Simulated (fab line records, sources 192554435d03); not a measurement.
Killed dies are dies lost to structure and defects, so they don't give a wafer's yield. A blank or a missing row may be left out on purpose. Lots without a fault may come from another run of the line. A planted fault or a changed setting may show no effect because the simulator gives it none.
fab line records | flow n5_finfet
record lots=8 wafers=24 last_day=19
route steps=1938 shown DUMMY_GATE@248 SD_EPI_N@274 BEOL_M4@1111 PASSIVATION@1936
lots that met no fault: from a run of the same line without faults
start_h: hours from the record's first day to the start of the lot's first wafer shown | wait_h: hours since the lot's step before | " the same as in the row above | L1.1+2: a row that stands for several wafers | - no value, or no start given | * or withheld: withheld | < > ~ a bound
route shown NAME@n: a module of which the file shows steps, and the number in the route of the first | usual: mean/standard deviation of fault-free wafers | same: alike in all rows | chamber/n: place in a boat | sites: the reading at each site | _std_site: their standard deviation | _edge_site: outer sites' mean less inner sites' | radius_mm: how far each site lies from the wafer's centre | mask NAME#n: copy n | behind: the tool/chamber that last shaped the wafer | hold: why the lot was held/for how many hours/how that ended | device: the transistor (n, p or np) that didn't switch | end of line: the same wafers' tests at the end of the route | a step without rows: its recipe alone | killed: dies lost to structure and defects at the first sort, not the wafer's yield | map: a wafer's dies, x killed, . not, _ none there
set.NAME: the setting as run; set.NAME@STEP: as run at that earlier step | model.NAME: the simulator's own value behind a step, which no gauge read
steps of the route over a sample of lots; a table a step, a row a wafer
services: from which hour (start_h, from the record's first day; less than 0 if before it) a tool's chamber was out of use, for how many hours, and why
## steps
# step N5_DUMMY_GATE_ETCH_44
# recipe chemistry=HBr/O2 over_etch_frac=0.7 target_depth_a=1275 stop_on=SiO2 ion_energy_ev=60 bias_w=20 target=poly-Si mask_material=SiO2 pressure_mtorr=20 icp_w=400 HBr_flow_sccm=120 O2_flow_sccm=10
# usual HBr_flow_sccm=120.0/0.34 O2_flow_sccm=9.994/0.028 drypump_motor_current_A=5.5/0.34 oes_product_au=0.726/0.0091 throttle_valve_pct=18.46/0.2
# columns lot.wafer tool chamber start_h wait_h HBr_flow_sccm O2_flow_sccm drypump_motor_current_A oes_product_au rf_hours_counter_h throttle_valve_pct
L176.1 rie_si-02 2 56.72 0.0 120.2 9.965 5.5 0.744 116 18.46
L176.5 " 3 " " 119.7 10.024 5.1 0.727 - 18.73
L176.6 " 2 " " 119.7 10.006 5.5 0.736 - 18.46
L177.2 rie_si-02 3 59.84 0.0 119.8 10.008 5.1 0.733 54 18.74
L177.3 " 1 " " 120.5 10.060 5.5 0.728 88 18.28
L177.5 " 3 " " 119.3 10.016 5.1 0.730 - 18.74
L178.4 rie_si-02 1 67.14 0.0 119.8 9.911 5.5 0.714 88 18.26
L178.5 " 2 " " 120.6 10.008 5.5 0.734 - 18.47
L178.6 " 3 " " 120.2 9.997 5.1 0.728 - 18.74
L188.2 rie_si-02 2 127.16 0.0 119.7 10.006 5.5 0.733 117 18.44
L188.5 " 1 " " 119.9 10.054 5.6 0.725 - 18.26
L188.6 " 0 " " 119.7 9.985 5.8 0.711 - 18.64
L189.1 rie_si-04 0 130.11 0.0 119.5 9.986 4.9 0.722 68 18.38
L189.2 " 3 " " 120.1 9.975 5.7 0.728 20 18.59
L189.4 " 2 " " 119.6 9.997 5.0 0.725 8 18.38
L191.2 rie_si-02 1 147.62 0.0 119.9 9.992 5.5 0.717 90 18.25
L191.4 " 3 " " 119.6 9.965 5.1 0.719 55 18.74
L191.6 " 0 " " 120.1 10.006 5.9 0.717 - 18.65
L193.3 rie_si-05 1 156.04 0.0 119.6 9.965 6.0 0.716 38 18.38
L193.4 " 3 " " 120.2 9.964 5.6 0.746 7 18.71
L193.5 " 1 " " 119.6 9.926 6.0 0.712 - 18.41
L194.1 rie_si-02 1 163.59 0.0 120.3 9.959 5.5 0.723 90 18.26
L194.2 " 2 " " 120.2 10.024 5.5 0.725 118 18.45
L194.5 " 0 " " 120.3 9.982 5.8 0.714 - 18.65
# step N5_SD_EPI_N_ETCH_34
# recipe chemistry=CF4 target=SiARC target_depth_a=455 mask_material=CAR-ArF-block time_s=75.8 ion_energy_ev=80 pressure_mtorr=40 source_w=545 bias_w=36 Ar_flow_sccm=100 cf4_flow_sccm=100 ends=cleared
# usual bias_w=36.00/0.095 cf4_flow_sccm=100.00/0.29 drypump_motor_current_A=5.47/0.21 etch_rf_on_time_s=76.1/1 oes_product_au=0.69/0.07 rf_vpp_V=184.0/1.2 showerhead_plenum_p_Torr=2.14/0.065 throttle_valve_pct=15.56/0.23
# columns lot.wafer tool chamber start_h wait_h bias_w cf4_flow_sccm drypump_motor_current_A etch_rf_on_time_s oes_product_au rf_hours_counter_h rf_vpp_V showerhead_plenum_p_Torr throttle_valve_pct
L176.1 rie_diel-03 3 59.41 0.0 35.78 99.94 5.28 76.0 0.82 6 184.8 2.19 15.68
L176.5 " 3 " " 35.82 99.75 5.29 76.2 0.80 - 184.7 2.19 15.70
L176.6 " 0 " " 36.08 100.20 5.45 76.4 0.65 - 183.9 2.15 15.55
L177.2 rie_diel-06 3 61.56 0.0 35.97 100.33 5.29 74.7 0.72 86 184.3 2.16 15.60
L177.3 " 0 " " 36.06 99.65 5.53 76.4 0.66 140 181.9 2.06 15.69
L177.5 " 1 " " 36.11 100.52 5.87 74.5 0.73 - 185.3 2.18 15.13
L178.4 rie_diel-05 1 68.96 0.0 36.03 100.17 5.55 77.8 0.61 215 184.5 2.20 15.84
L178.5 " 0 " " 36.07 99.92 5.11 77.5 0.67 - 184.9 2.24 15.82
L178.6 " 1 " " 35.99 99.78 5.55 78.5 0.60 - 184.1 2.20 15.84
L188.2 rie_diel-05 1 128.73 0.0 - - - - - - - - -
L188.5 " 1 " " - - - - - - - - -
L188.6 " 2 " " - - - - - - - - -
L189.1 rie_diel-06 3 131.81 0.0 - - - - - - - - -
L189.2 " 2 " " - - - - - - - - -
L189.4 " 0 " " - - - - - - - - -
L191.2 rie_diel-06 1 149.30 0.0 35.95 99.76 5.87 75.0 0.69 76 185.0 2.18 15.19
L191.4 " 3 " " 36.16 100.04 5.33 74.9 0.69 117 182.9 2.15 15.66
L191.6 " 2 " " 36.06 100.29 5.25 74.9 0.63 - 182.7 2.13 15.43
L193.3 rie_diel-05 2 157.56 0.0 36.03 100.11 5.90 79.1 0.62 190 183.6 2.13 15.52
L193.4 " 1 " " 36.14 99.84 5.53 77.5 0.58 247 185.1 2.19 15.89
L193.5 " 3 " " 35.92 99.99 5.59 75.8 0.79 - 181.8 2.19 15.40
L194.1 rie_diel-05 0 165.06 0.0 36.00 100.44 5.12 76.9 0.65 160 186.0 2.22 15.92
L194.2 " 2 " " 35.90 100.30 5.90 79.3 0.61 192 183.8 2.13 15.53
L194.5 " 3 " " 36.05 99.86 5.61 76.2 0.78 - 185.4 2.19 15.45
# step N5_SD_EPI_N_ETCH_35
# recipe chemistry=N2/H2 target=SOC overetch_a=1080 mask_material=SiARC temp_c=40 ion_energy_ev=100 source_w=3000 bias_w=133 pressure_mtorr=20 time_s=486 n2_flow_sccm=200 h2_flow_sccm=200
# usual bias_w=133.0/0.4 chamber_pressure_mTorr=19.998/0.017 drypump_motor_current_A=5.48/0.21 oes_product_au=0.72/0.07 rf_vpp_V=240.7/1.3 showerhead_plenum_p_Torr=2.54/0.082 temp_c=40.00/0.11 throttle_valve_pct=23.74/0.24
# columns lot.wafer tool chamber start_h wait_h bias_w chamber_pressure_mTorr drypump_motor_current_A oes_product_au rf_hours_counter_h rf_vpp_V showerhead_plenum_p_Torr temp_c throttle_valve_pct
L176.1 rie_diel-03 3 59.49 0.1 132.8 19.990 5.27 0.85 6 241.0 2.59 39.94 23.92
L176.5 " 3 " " 132.5 20.041 5.31 0.84 - 242.3 2.59 40.07 23.89
L176.6 " 0 " " 132.7 19.982 5.46 0.69 - 239.6 2.56 39.94 23.53
L177.2 rie_diel-06 3 61.61 0.0 132.8 19.993 5.32 0.75 86 240.3 2.57 39.98 24.00
L177.3 " 0 " " 132.8 19.992 5.58 0.70 140 239.6 2.43 40.09 23.91
L177.5 " 1 " " 132.8 19.974 5.88 0.75 - 240.3 2.58 40.01 23.54
L178.4 rie_diel-05 1 69.01 0.0 133.0 19.985 5.55 0.64 215 240.9 2.62 40.21 24.17
L178.5 " 0 " " 132.6 19.990 5.12 0.70 - 241.3 2.65 39.79 24.01
L178.6 " 1 " " 132.0 19.977 5.56 0.65 - 241.7 2.62 40.03 24.16
L188.2 rie_diel-05 1 128.79 0.0 132.4 19.990 5.54 0.26 238 241.0 2.61 40.09 24.02
L188.5 " 1 " " 131.7 19.992 5.54 0.26 - 241.8 2.61 40.05 24.03
L188.6 " 2 " " 132.5 19.979 5.90 0.28 - 239.9 2.53 39.90 23.29
L189.1 rie_diel-06 3 131.87 0.0 133.3 20.005 5.33 0.31 110 240.9 2.56 40.06 23.87
L189.2 " 2 " " 132.8 20.004 5.28 0.27 175 240.9 2.53 39.97 23.35
L189.4 " 0 " " 132.9 19.984 5.54 0.29 164 238.1 2.42 39.84 23.75
L191.2 rie_diel-06 1 149.36 0.0 133.6 19.997 5.87 0.73 76 241.5 2.57 39.88 23.57
L191.4 " 3 " " 132.7 20.011 5.32 0.71 117 241.4 2.56 39.85 24.04
L191.6 " 2 " " 133.3 19.970 5.28 0.65 - 239.6 2.52 40.12 23.52
L193.3 rie_diel-05 2 157.62 0.0 132.8 20.012 5.91 0.66 190 241.2 2.52 40.12 23.46
L193.4 " 1 " " 133.0 20.015 5.58 0.62 248 241.1 2.61 40.19 24.19
L193.5 " 3 " " 133.1 19.999 5.61 0.83 - 240.9 2.59 39.88 23.64
L194.1 rie_diel-05 0 165.12 0.0 133.4 19.996 5.10 0.68 160 242.6 2.64 40.13 24.05
L194.2 " 2 " " 132.2 19.999 5.94 0.66 192 241.6 2.52 40.12 23.48
L194.5 " 3 " " 133.1 20.001 5.59 0.83 - 243.1 2.59 39.92 23.67
# step N5_SD_EPI_N_ETCH_16
# recipe chemistry=CHF3/O2 target=SiO2 target_depth_a=50 mask_material=SOC pressure_mtorr=30 source_w=650 bias_w=170 Ar_flow_sccm=200 CHF3_flow_sccm=50 O2_flow_sccm=5 ion_energy_ev=200
# usual CHF3_flow_sccm=50.00/0.16 O2_flow_sccm=5.002/0.016 drypump_motor_current_A=5.47/0.21 oes_product_au=0.81/0.081 rf_vpp_V=526/3.9 showerhead_plenum_p_Torr=2.41/0.072 throttle_valve_pct=18.85/0.22
# columns lot.wafer tool chamber start_h wait_h CHF3_flow_sccm O2_flow_sccm drypump_motor_current_A oes_product_au rf_hours_counter_h rf_vpp_V showerhead_plenum_p_Torr throttle_valve_pct
L176.1 rie_diel-03 3 60.28 0.1 49.97 5.016 5.29 0.95 6 525 2.46 19.00
L176.5 " 3 " " 49.86 5.001 5.32 0.95 - 526 2.46 19.02
L176.6 " 0 " " 50.11 4.998 5.45 0.77 - 527 2.43 18.82
L177.2 rie_diel-06 3 62.14 0.1 49.57 5.008 5.36 0.83 86 529 2.44 18.92
L177.3 " 0 " " 49.89 5.008 5.55 0.77 140 523 2.32 19.03
L177.5 " 1 " " 49.86 5.012 5.85 0.85 - 525 2.46 18.40
L178.4 rie_diel-05 1 69.54 0.1 50.09 4.981 5.57 0.71 215 528 2.48 19.07
L178.5 " 0 " " 49.87 4.967 5.12 0.79 - 522 2.51 19.13
L178.6 " 1 " " 50.16 5.014 5.54 0.71 - 529 2.48 19.07
L188.2 rie_diel-05 1 129.31 0.1 49.88 5.003 5.54 0.69 238 528 2.47 19.11
L188.5 " 1 " " 50.08 5.013 5.53 0.70 - 528 2.47 19.08
L188.6 " 2 " " 50.09 4.966 5.90 0.74 - 531 2.41 18.77
L189.1 rie_diel-06 3 132.40 0.1 49.86 5.013 5.30 0.82 110 529 2.43 18.98
L189.2 " 2 " " 50.07 5.026 5.27 0.74 175 530 2.41 18.69
L189.4 " 0 " " 50.17 4.974 5.52 0.76 164 526 2.31 19.08
L191.2 rie_diel-06 1 149.88 0.1 49.99 4.984 5.86 0.82 76 525 2.45 18.46
L191.4 " 3 " " 50.08 5.003 5.32 0.81 117 529 2.43 18.97
L191.6 " 2 " " 49.88 5.019 5.27 0.73 - 531 2.40 18.71
L193.3 rie_diel-05 2 158.14 0.1 49.62 5.003 5.90 0.72 190 531 2.40 18.78
L193.4 " 1 " " 50.12 5.004 5.51 0.68 248 528 2.46 19.11
L193.5 " 3 " " 50.00 4.980 5.59 0.92 - 526 2.46 18.71
L194.1 rie_diel-05 0 165.64 0.1 50.06 5.002 5.14 0.75 160 521 2.50 19.18
L194.2 " 2 " " 50.15 4.982 5.91 0.71 192 532 2.40 18.77
L194.5 " 3 " " 49.89 4.992 5.60 0.92 - 526 2.46 18.71
# step N5_SD_EPI_N_STRIP_38
# recipe chemistry=N2/H2 power_w=1000 temp_c=250 h2_frac=0.65 overash_fraction=0.3 pressure_mtorr=withheld n2_flow_sccm=1750 h2_flow_sccm=3250
# usual drypump_motor_current_A=5.7/0.67 heater_power_w=327/51 oes_product_au=0.761/0.011 temp_c=250.02/0.19
# columns lot.wafer tool chamber start_h wait_h drypump_motor_current_A heater_power_w oes_product_au rf_hours_counter_h temp_c
L176.1 plasma_asher-01 0 60.47 0.1 5.8 289 0.759 31 250.05
L176.5 " 1 " " 4.7 338 0.758 - 249.82
L176.6 " 0 " " 5.8 283 0.775 - 249.77
L177.2 plasma_asher-01 1 62.37 0.1 4.8 347 0.747 32 250.10
L177.3 " 0 " " 5.8 281 0.764 - 249.90
L177.5 " 1 " " 4.8 344 0.745 - 249.89
L178.4 plasma_asher-01 1 69.73 0.1 4.7 338 0.734 - 249.92
L178.5 " 1 " " 4.7 336 0.756 - 249.92
L178.6 " 0 " " 5.8 287 0.753 - 249.94
L188.2 plasma_asher-01 1 129.48 0.1 4.8 354 0.771 49 250.32
L188.5 " 0 " " 5.8 284 0.755 - 250.00
L188.6 " 1 " " 4.7 349 0.755 - 250.26
L189.1 plasma_asher-02 0 132.56 0.1 6.1 280 0.750 95 249.88
L189.2 " 1 " " 6.5 404 0.774 95 249.99
L189.4 " 0 " " 6.1 280 0.769 - 250.03
L191.2 plasma_asher-02 1 150.16 0.2 6.5 406 0.776 98 249.92
L191.4 " 1 " " 6.5 412 0.756 - 249.96
L191.6 " 0 " " 6.1 278 0.767 - 250.35
L193.3 plasma_asher-01 1 158.33 0.1 4.7 341 0.773 - 249.91
L193.4 " 0 " " 5.8 280 0.756 - 249.72
L193.5 " 0 " " 5.8 284 0.776 - 249.81
L194.1 plasma_asher-01 0 165.81 0.1 5.8 289 0.760 57 249.95
L194.2 " 1 " " 4.7 343 0.751 57 250.23
L194.5 " 1 " " 4.7 346 0.767 - 249.99
# step N5_BEOL_M4_RC_MEAS_101
# usual DIBL_N=36.3/1.2 DIBL_P=36.3/1.4 IOFF_N=0.160/0.02 IOFF_P=0.210/0.025 ION_N=675/9.5 ION_P=462/7 SS_N=71.5/0.53 SS_P=73.4/0.55 VT_N=249.5/2.6 VT_P=-250.1/2.9
# columns lot.wafer tool chamber start_h wait_h DIBL_N[mV/V] DIBL_P[mV/V] IOFF_N[nA/um] IOFF_P[nA/um] ION_N[uA/um] ION_P[uA/um] SS_N[mV/dec] SS_P[mV/dec] VT_N[mV] VT_P[mV]
L176.1 prober-01 0 191.57 0.0 34.6 33.6 0.135 0.161 666 450 72.3 72.7 252.2 -252.7
L176.5 " 0 " " 34.2 32.9 0.121 0.154 663 452 71.7 73.2 251.1 -256.1
L176.6 " 0 " " 36.5 36.7 0.167 0.203 674 462 72.4 73.9 250.2 -251.2
L177.2 prober-02 0 210.61 0.2 36.3 34.9 0.153 0.215 677 470 71.7 73.4 250.1 -252.6
L177.3 " 0 " " 34.5 32.6 0.122 0.183 668 466 70.6 73.0 249.7 -251.5
L177.5 " 0 " " 35.9 34.7 0.137 0.208 664 461 70.9 74.0 249.9 -249.6
L178.4 prober-01 0 210.98 0.5 35.4 37.2 0.147 0.184 676 449 71.5 72.9 252.4 -253.0
L178.5 " 0 " " 35.3 36.7 0.145 0.182 670 456 71.5 73.2 252.5 -253.3
L178.6 " 0 " " 35.5 36.8 0.142 0.176 670 454 72.1 73.9 255.6 -251.6
L191.2 prober-01 0 329.33 0.2 37.6 37.1 0.161 0.217 668 463 72.0 73.6 248.7 -250.7
L191.4 " 0 " " 37.5 38.0 0.166 0.232 672 459 72.5 74.2 250.3 -246.4
L191.6 " 0 " " 35.9 35.6 0.140 0.205 672 463 71.4 73.5 249.4 -251.9
L193.3 prober-02 0 338.46 0.3 36.9 37.5 0.162 0.215 668 463 71.9 73.5 250.5 -248.9
L193.4 " 0 " " 39.5 40.0 0.206 0.265 685 464 71.7 74.6 248.3 -246.1
L193.5 " 0 " " 38.2 38.9 0.186 0.236 674 457 71.6 74.7 249.9 -248.1
L194.1 prober-01 0 338.63 0.0 38.0 38.8 0.173 0.213 667 454 71.4 73.9 249.4 -251.8
L194.2 " 0 " " 35.9 35.7 0.131 0.184 659 449 70.8 73.0 253.3 -254.3
L194.5 " 0 " " 35.7 35.6 0.134 0.183 650 449 71.6 72.8 253.9 -253.9
# step N5_PASSIVATION_PROBE_49
# usual killed_at_M0_to_M3=36/11 killed_at_M4_up=13/5.1 killed_at_contacts=14/4.9 killed_at_front_end=41/10 killed_at_other=3.4/2.6 killed_dies=107/16 killed_on_rim=14/4 killed_open=70/11 killed_short=36/7.8
# same gross_dies=1180 killed_at_back_side=0
# columns lot.wafer tool chamber start_h wait_h killed_at_M0_to_M3 killed_at_M4_up killed_at_contacts killed_at_front_end killed_at_other killed_dies killed_on_rim killed_open killed_short
L176.1 prober-01 - 312.78 0.0 45 14 14 43 3 119 17 74 45
L176.5 prober-01 - 312.98 0.2 46 15 12 34 3 110 15 72 36
L176.6 prober-01 - 313.03 0.3 46 12 15 43 9 125 16 78 43
L178.4 prober-02 - 331.51 0.2 22 6 6 50 5 89 8 60 28
L178.5 prober-02 - 331.56 0.2 34 12 15 52 2 115 15 77 36
L178.6 prober-02 - 331.61 0.3 20 9 7 39 2 77 7 50 25
L177.2 prober-02 - 340.09 0.1 17 19 9 31 6 82 9 58 24
L177.3 prober-02 - 340.14 0.1 23 17 13 26 5 84 12 54 29
L177.5 prober-02 - 340.24 0.2 46 11 13 37 8 115 13 82 33
L188.2 prober-01 - 395.95 0.1 38 21 9 1107 5 1180 152 73 40
L188.5 prober-01 - 396.10 0.2 46 18 18 1091 7 1180 152 78 44
L188.6 prober-01 - 396.15 0.3 42 12 8 1114 4 1180 152 68 51
L189.1 prober-01 - 416.79 0.0 30 14 5 1125 6 1180 152 66 29
L189.2 prober-01 - 416.84 0.1 42 14 12 1109 3 1180 152 83 39
L189.4 prober-01 - 416.94 0.2 49 23 7 1095 6 1180 152 87 38
L191.2 prober-01 - 451.21 0.1 20 9 13 33 0 75 17 46 27
L191.4 prober-01 - 451.31 0.2 21 7 10 25 0 63 6 43 19
L191.6 prober-01 - 451.41 0.3 22 13 14 33 5 87 9 52 33
L194.1 prober-01 - 461.03 0.0 36 15 8 42 4 105 9 67 36
L194.2 prober-01 - 461.08 0.1 39 15 5 31 0 90 16 57 31
L194.5 prober-01 - 461.23 0.2 47 19 17 37 3 123 9 80 40
L193.3 prober-01 - 462.46 0.1 36 10 11 40 4 101 18 74 26
L193.4 prober-01 - 462.51 0.2 48 7 15 42 3 115 21 79 34
L193.5 prober-01 - 462.56 0.2 66 12 16 49 7 150 13 92 56
# killed by level:class
L176.1 STI_FIN_REVEAL:geometric_particle:open=12 MOL_CONTACT_COAG:geometric_particle:open=11 BEOL_M1:geometric_particle:open=8 BEOL_M0_SAQP:geometric_particle:short=8 FIN_SAQP:geometric_particle:short=7 BEOL_M3:geometric_particle:short=7 FIN_SAQP:geometric_particle:open=6 BEOL_M0_SAQP:geometric_particle:open=6
L176.5 BEOL_M0_SAQP:geometric_particle:short=13 MOL_CONTACT_COAG:geometric_particle:open=11 BEOL_M3:geometric_particle:open=10 DUMMY_GATE:geometric_particle:open=7 BEOL_M4:geometric_particle:open=7 STARTING-WAFER:geometric_particle:open=6 GATE_CUT:geometric_particle:short=5 BEOL_M0_SAQP:geometric_particle:open=5
L176.6 STI_FIN_REVEAL:geometric_particle:open=17 MOL_CONTACT_COAG:geometric_particle:open=13 BEOL_M1:geometric_particle:open=10 BEOL_M0_SAQP:geometric_particle:open=7 BEOL_M0_SAQP:geometric_particle:short=7 BEOL_M3:geometric_particle:short=7 BEOL_M3:geometric_particle:open=6 FIN_SAQP:geometric_particle:short=5
L178.4 STI_FIN_REVEAL:geometric_particle:open=10 DUMMY_GATE:geometric_particle:open=9 GATE_CUT:geometric_particle:short=7 GATE_CUT:geometric_particle:open=7 BEOL_M2:geometric_particle:open=7 MOL_CONTACT_COAG:geometric_particle:open=6 BEOL_M0_SAQP:geometric_particle:short=5 STARTING-WAFER:geometric_particle:open=5
L178.5 MOL_CONTACT_COAG:geometric_particle:open=12 GATE_CUT:geometric_particle:open=11 BEOL_M3:geometric_particle:open=9 BEOL_M0_SAQP:geometric_particle:short=8 BEOL_M0_SAQP:geometric_particle:open=8 FIN_SAQP:geometric_particle:open=7 STI_FIN_REVEAL:geometric_particle:open=7 FIN_SAQP:geometric_particle:short=4
L178.6 FIN_SAQP:geometric_particle:open=8 DUMMY_GATE:geometric_particle:open=8 BEOL_M2:geometric_particle:open=8 BEOL_M3:geometric_particle:open=6 GATE_CUT:geometric_particle:short=5 MOL_CONTACT_COAG:geometric_particle:open=4 FIN_SAQP:geometric_particle:short=3 STI_FIN_REVEAL:geometric_particle:open=3
L177.2 STI_FIN_REVEAL:geometric_particle:open=8 BEOL_M4:geometric_particle:open=8 MOL_CONTACT_COAG:geometric_particle:open=7 BEOL_M0_SAQP:geometric_particle:short=6 DUMMY_GATE:geometric_particle:open=6 BEOL_M0_SAQP:geometric_particle:open=6 FIN_SAQP:geometric_particle:open=5 BEOL_M5:geometric_particle:open=4
L177.3 MOL_CONTACT_COAG:geometric_particle:open=9 BEOL_M6:geometric_particle:open=6 FIN_SAQP:geometric_particle:open=4 MOL_CONTACT_COAG:geometric_particle:short=4 BEOL_M0_SAQP:geometric_particle:short=4 BEOL_M0:geometric_particle:open=4 BEOL_M2:geometric_particle:open=4 BEOL_M4:geometric_particle:open=4
L177.5 BEOL_M0_SAQP:geometric_particle:open=17 BEOL_M0_SAQP:geometric_particle:short=15 MOL_CONTACT_COAG:geometric_particle:open=10 STI_FIN_REVEAL:geometric_particle:open=9 DUMMY_GATE:geometric_particle:open=8 GATE_CUT:geometric_particle:open=4 BEOL_M1:geometric_particle:open=4 BEOL_M3:geometric_particle:open=4
L188.2 SD_EPI_N:area_etch=1067 FIN_SAQP:geometric_particle:open=14 BEOL_M0_SAQP:geometric_particle:open=11 BEOL_M4:geometric_particle:open=11 FIN_SAQP:geometric_particle:short=9 BEOL_M0_SAQP:geometric_particle:short=8 BEOL_M3:geometric_particle:open=8 MOL_CONTACT_COAG:geometric_particle:open=6
L188.5 SD_EPI_N:area_etch=1057 BEOL_M0_SAQP:geometric_particle:open=16 MOL_CONTACT_COAG:geometric_particle:open=13 FIN_SAQP:geometric_particle:short=11 FIN_SAQP:geometric_particle:open=9 BEOL_M0_SAQP:geometric_particle:short=9 BEOL_M3:geometric_particle:open=9 BEOL_M4:geometric_particle:open=7
L188.6 SD_EPI_N:area_etch=1061 FIN_SAQP:geometric_particle:short=14 BEOL_M0_SAQP:geometric_particle:open=13 BEOL_M0_SAQP:geometric_particle:short=9 DUMMY_GATE:geometric_particle:open=7 GATE_CUT:geometric_particle:short=7 MOL_CONTACT_COAG:geometric_particle:open=7 FIN_SAQP:geometric_particle:open=6
L189.1 SD_EPI_N:area_etch=1084 FIN_SAQP:geometric_particle:open=16 BEOL_M0_SAQP:geometric_particle:open=11 BEOL_M2:geometric_particle:open=7 BEOL_M4:geometric_particle:open=7 FIN_SAQP:geometric_particle:short=6 STI_FIN_REVEAL:geometric_particle:open=6 MOL_CONTACT_COAG:geometric_particle:open=5
L189.2 SD_EPI_N:area_etch=1057 FIN_SAQP:geometric_particle:open=25 BEOL_M3:geometric_particle:open=11 MOL_CONTACT_COAG:geometric_particle:open=10 BEOL_M0_SAQP:geometric_particle:short=7 FIN_SAQP:geometric_particle:short=6 GATE_CUT:geometric_particle:short=6 BEOL_M0_SAQP:geometric_particle:open=6
L189.4 SD_EPI_N:area_etch=1055 BEOL_M0_SAQP:geometric_particle:open=16 FIN_SAQP:geometric_particle:open=15 BEOL_M4:geometric_particle:open=15 BEOL_M1:geometric_particle:open=10 BEOL_M0_SAQP:geometric_particle:short=9 FIN_SAQP:geometric_particle:short=8 MOL_CONTACT_COAG:geometric_particle:open=6
L191.2 MOL_CONTACT_COAG:geometric_particle:open=12 FIN_SAQP:geometric_particle:short=8 FIN_SAQP:geometric_particle:open=5 STI_FIN_REVEAL:geometric_particle:open=5 BEOL_M3:geometric_particle:open=5 BEOL_M4:geometric_particle:open=5 ILD0:geometric_particle:short=4 BEOL_M0_SAQP:geometric_particle:short=4
L191.4 MOL_CONTACT_COAG:geometric_particle:open=8 BEOL_M2:geometric_particle:open=8 FIN_SAQP:geometric_particle:short=6 FIN_SAQP:geometric_particle:open=5 BEOL_M3:geometric_particle:open=5 STI_FIN_REVEAL:geometric_particle:open=4 STARTING-WAFER:geometric_particle:short=3 GATE_CUT:geometric_particle:short=2
L191.6 MOL_CONTACT_COAG:geometric_particle:open=13 FIN_SAQP:geometric_particle:open=10 BEOL_M0_SAQP:geometric_particle:short=9 FIN_SAQP:geometric_particle:short=4 STI_FIN_REVEAL:geometric_particle:open=3 GATE_CUT:geometric_particle:short=3 BEOL_M0_SAQP:geometric_particle:open=3 BEOL_M1:geometric_particle:open=3
L194.1 STI_FIN_REVEAL:geometric_particle:open=12 BEOL_M0_SAQP:geometric_particle:short=10 MOL_CONTACT_COAG:geometric_particle:open=6 BEOL_M0_SAQP:geometric_particle:open=6 BEOL_M2:geometric_particle:open=6 DUMMY_GATE:geometric_particle:open=5 BEOL_M3:geometric_particle:open=5 BEOL_M4:geometric_particle:open=5
L194.2 BEOL_M0_SAQP:geometric_particle:short=12 BEOL_M0_SAQP:geometric_particle:open=11 STI_FIN_REVEAL:geometric_particle:open=8 DUMMY_GATE:geometric_particle:open=6 GATE_CUT:geometric_particle:open=5 MOL_CONTACT_COAG:geometric_particle:open=5 BEOL_M1:geometric_particle:open=5 BEOL_M0:geometric_particle:open=4
L194.5 MOL_CONTACT_COAG:geometric_particle:open=13 BEOL_M0_SAQP:geometric_particle:short=13 BEOL_M0_SAQP:geometric_particle:open=11 BEOL_M4:geometric_particle:open=8 STI_FIN_REVEAL:geometric_particle:open=8 BEOL_M3:geometric_particle:short=8 DUMMY_GATE:geometric_particle:open=7 FIN_SAQP:geometric_particle:short=6
L193.3 BEOL_M0_SAQP:geometric_particle:open=12 STI_FIN_REVEAL:geometric_particle:open=10 FIN_SAQP:geometric_particle:open=8 DUMMY_GATE:geometric_particle:open=8 MOL_CONTACT_COAG:geometric_particle:open=8 BEOL_M2:geometric_particle:open=7 BEOL_M1:geometric_particle:open=6 FIN_SAQP:geometric_particle:short=5
L193.4 BEOL_M0_SAQP:geometric_particle:open=15 BEOL_M0_SAQP:geometric_particle:short=12 MOL_CONTACT_COAG:geometric_particle:open=10 STI_FIN_REVEAL:geometric_particle:open=9 FIN_SAQP:geometric_particle:open=8 DUMMY_GATE:geometric_particle:open=8 BEOL_M1:geometric_particle:open=8 BEOL_M2:geometric_particle:open=7
L193.5 FIN_SAQP:geometric_particle:open=16 BEOL_M0_SAQP:geometric_particle:short=16 BEOL_M0_SAQP:geometric_particle:open=14 BEOL_M2:geometric_particle:short=13 FIN_SAQP:geometric_particle:short=10 DUMMY_GATE:geometric_particle:open=10 MOL_CONTACT_COAG:geometric_particle:open=10 BEOL_M1:geometric_particle:open=9
## services
# columns tool chamber start_h hours kind
plasma_asher-02 - 35.85 2.8 pm
rie_si-04 - 41.45 0.4 repair
rie_si-02 1 41.62 14.8 repair
rie_diel-03 1 49.50 - clean
rie_diel-03 1 49.50 - consumable_replace:focus_ring
rie_diel-03 1 49.50 19.6 scheduled_down
rie_diel-03 1 49.50 19.6 vent_cycle
rie_diel-03 2 52.97 7.7 repair
rie_si-04 3 58.45 3.3 repair
plasma_asher-02 - 60.41 7.1 repair
rie_diel-05 3 74.42 - clean
rie_diel-05 3 74.42 - consumable_replace:focus_ring
rie_diel-05 3 74.42 15.5 scheduled_down
rie_diel-05 3 74.42 15.5 vent_cycle
rie_si-04 2 107.10 1.5 repair
rie_diel-06 1 110.57 8.0 repair
## key
first_sign step=N5_SD_EPI_N_ETCH_34 reading=tool_record direction=missing
effect step=N5_SD_EPI_N_ETCH_35 reading=oes_product_au direction=down sigmas=6.3 usual=0.72 struck=0.28
effect step=N5_PASSIVATION_PROBE_49 reading=killed_at_front_end direction=up sigmas=99+ usual=41 struck=1107
more_kills_born_at N5_SD_EPI_N_ETCH_34@rie_diel-06=3196 N5_SD_EPI_N_ETCH_34@rie_diel-05=3185
met_at N5_SD_EPI_N_ETCH_34
struck_lots L188,L189
later_rows_left_out L188.2,L188.5,L188.6,L189.1,L189.2,L189.4
tester_left_out L188,L189
not_acting_at N5_DUMMY_GATE_ETCH_44,N5_SD_EPI_N_ETCH_16,N5_SD_EPI_N_STRIP_38
onset_between 68.96 128.73
fault kind=skipped_step_whole tool=rie_diel-05,rie_diel-06 chamber=- onset_h=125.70 steps=N5_SD_EPI_N_ETCH_34 scope=struck_lots_only
# tester_left_out: of these lots the tester's yield and bins aren't shown, on N5 and GAA mostly nor the transistor test; their killed dies are dies lost to structure and defects alone, not to doping, threshold or leakage, so they don't give the yield
# later_rows_left_out: the simulator's readings of these wafers behind a module that went badly wrong aren't trusted and aren't shown, but for the sort
